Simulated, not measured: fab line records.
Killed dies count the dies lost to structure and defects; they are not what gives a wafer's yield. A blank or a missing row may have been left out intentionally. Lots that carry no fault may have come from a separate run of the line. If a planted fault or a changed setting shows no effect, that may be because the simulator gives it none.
Problem report, 8D (eight disciplines) form, completed by code / flow n5_finfet / the parts of the form that need people (team, actions taken, sign-off) are left out

1. WHAT WENT WRONG
Mean of bias_w at N5_BEOL_M1_VIA_ETCH_34: 191.3 W across 2 wafers in 2 lots; on wafers with no fault it is 170.0 W (standard deviation 0.47). That is +45 standard deviations from the usual mean.
The step: etches the open film in C4F6/O2, target depth 67.8 nm, time 64.4 s.
Earliest sighting: wafer L929.4 on rie_diel-05 at day 10 08:10. At this step, 18 wafers from 6 lots have a number in the record. By rule, "out" or "out of limits" means more than 4 standard deviations away from the usual mean. All remaining wafers that have a number are taken as sound.

2. WHAT IT IS AND WHAT IT IS NOT
question=which readings at this step | is=bias_w | is not=drypump_motor_current_A, oes_product_au, showerhead_plenum_p_Torr, throttle_valve_pct
question=which lots | is=L929, L930 | is not=L918, L925, L926, L935
question=which wafers of those lots | is=L929.4, L930.3 | is not=L929.1, L929.2, L930.1, L930.4
question=read on which tools | is=rie_diel-05 | is not=rie_diel-03, rie_diel-06
question=when | is=from day 10 08:10 | is not=up to then (11 sound wafers); but 5 sound wafers of L930, L935 came after

3. SUSPECTS, AND WHAT RULES EACH OUT
Counting: a tool at a process step up to the reading stays a suspect if it ran every lot that is out. Sound lots after the first of them don't rule it out here, since some wafers of a struck lot are sound.
- rie_diel-03 at N5_BEOL_M1_ETCH_77 (etches underlayer in N2/H2, target depth 6.5 nm, time 5.2 s): kept. Ran every lot that is out, first one L929 (day 10 07:34); last sound lot up to then L926 (day 9 21:08).
- rie_diel-03 at N5_BEOL_M1_ETCH_69 (etches SiARC in CF4, target depth 15.6 nm, time 26 s): kept. Ran every lot that is out, first one L929 (day 10 07:34); last sound lot up to then L926 (day 9 21:09).
- rie_diel-05 at N5_BEOL_M1_ETCHBACK_99 (etches SiO2 in CHF3, target depth 5 nm, time 10.4 s): kept. Ran every lot that is out, first one L929 (day 10 08:02); last sound lot up to then L925 (day 10 01:55).
- rie_diel-05 at N5_BEOL_M1_ETCH_70 (etches SOC in N2/H2, target depth 80 nm, overetch 16 nm, time 120 s): kept. Ran every lot that is out, first one L929 (day 10 08:04); last sound lot up to then L925 (day 10 01:56).
- rie_diel-05 at N5_BEOL_M1_VIA_ETCH_34 (etches the open film in C4F6/O2, target depth 67.8 nm, time 64.4 s): kept. Ran every lot that is out, first one L929 (day 10 08:10); last sound lot up to then L925 (day 10 02:02). Its own bias_w readings are out on those wafers.
- Within rie_diel-05 at N5_BEOL_M1_ETCHBACK_99: the wafers that are out ran in chamber 0; their sound lot-mates ran in chambers 1, 2, 3.
- Within rie_diel-05 at N5_BEOL_M1_ETCH_70: the wafers that are out ran in chamber 0; their sound lot-mates ran in chambers 1, 2, 3.
- Within rie_diel-05 at N5_BEOL_M1_VIA_ETCH_34: the wafers that are out ran in chamber 0; their sound lot-mates ran in chambers 1, 2, 3.
Left after counting: rie_diel-03 at N5_BEOL_M1_ETCH_77, rie_diel-03 at N5_BEOL_M1_ETCH_69, rie_diel-05 at N5_BEOL_M1_ETCHBACK_99, rie_diel-05 at N5_BEOL_M1_ETCH_70, rie_diel-05 at N5_BEOL_M1_VIA_ETCH_34.

4. THE CAUSE (what the simulator had put in)
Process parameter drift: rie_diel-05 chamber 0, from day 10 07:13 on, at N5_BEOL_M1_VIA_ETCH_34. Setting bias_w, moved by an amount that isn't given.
5 suspects survive the count, and this tool is in that group.

5. THE CHAIN OF EFFECTS, in route order
Each row: a reading where the mean over the struck wafers with a number is more than 3 standard deviations away from the usual. Only readings whose record carries a usual standard deviation are examined. hours: median over the lots of the time between each lot's start at the first step of this table that gives one and its start at this step. sigmas: the change, counted in usual standard deviations.
hours=0; step=N5_BEOL_M1_VIA_ETCH_34; reading=bias_w; usual=170.0 W; on struck wafers=191.3; change=+21.3; sigmas=+45
hours=0; step=N5_BEOL_M1_VIA_ETCH_34; reading=rf_vpp_V; usual=665 V; on struck wafers=716; change=+50; sigmas=+3.6
The process steps in it:
- N5_BEOL_M1_VIA_ETCH_34: etches the open film in C4F6/O2, target depth 67.8 nm, time 64.4 s.
Later steps that measure or inspect, where all struck wafers having a row at the step show a number for every such reading and not one has moved that far: N5_BEOL_M4_RC_MEAS_101.

6. WHAT WOULD HAVE CAUGHT IT SOONER
In this record the first reading out of limits was taken at day 10 08:10, 1 hour after the fault began at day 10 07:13.
